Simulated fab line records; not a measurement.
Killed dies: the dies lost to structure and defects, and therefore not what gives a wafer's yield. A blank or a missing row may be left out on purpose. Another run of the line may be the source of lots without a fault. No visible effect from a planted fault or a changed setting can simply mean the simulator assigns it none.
Chamber matching / flow n5Finfet / 3 sister chambers for N5_ZERO_LAYER_PECVD_02 on pecvd-02
The step deposits SiO2 from SiH4/N2O, target thk 10 nm, time 6 s. 3 wafers are shown with their chamber, then 8 later ones without.

## WAFERS, EACH WITH ITS CHAMBER
wafer=L081.2; chamber=0; showerheadPlenumPTorr (Torr)=8.17
wafer=L081.5; chamber=1; showerheadPlenumPTorr (Torr)=8.32
wafer=L083.1; chamber=2; showerheadPlenumPTorr (Torr)=8.09

## WAFERS WHOSE CHAMBER IS MISSING
wafer=L083.2; showerheadPlenumPTorr (Torr)=8.35
wafer=L083.5; showerheadPlenumPTorr (Torr)=8.10
wafer=L087.1; showerheadPlenumPTorr (Torr)=8.32
wafer=L087.2; showerheadPlenumPTorr (Torr)=8.17
wafer=L087.6; showerheadPlenumPTorr (Torr)=8.16
wafer=L094.4; showerheadPlenumPTorr (Torr)=8.08
wafer=L094.5; showerheadPlenumPTorr (Torr)=8.33
wafer=L094.6; showerheadPlenumPTorr (Torr)=8.18

## WHICH CHAMBER EACH ONE RAN IN
wafer=L083.2; from the rows above=1; in truth=1
wafer=L083.5; from the rows above=2; in truth=2
wafer=L087.1; from the rows above=1; in truth=1
wafer=L087.2; from the rows above=0; in truth=0
wafer=L087.6; from the rows above=0; in truth=0
wafer=L094.4; from the rows above=2; in truth=2
wafer=L094.5; from the rows above=1; in truth=1
wafer=L094.6; from the rows above=0; in truth=0
Correct placement for 8 of the 8. Can't be placed from these rows: 0. 0 placed wrongly.
How it was worked out, from the rows above alone: a wafer's distance from a chamber is the root of the sum, over the readings, of the square of ((its reading less the chamber's mean) divided by the reading's scatter). If the next closest chamber is less than 2 further off than the closest, the wafer can't be placed; otherwise it belongs to the closest. A chamber's mean is the mean of its shown wafers. The scatter (one wafer shown for each chamber): square how far every hidden wafer sits from the nearest shown wafer, average those squares and take the square root.
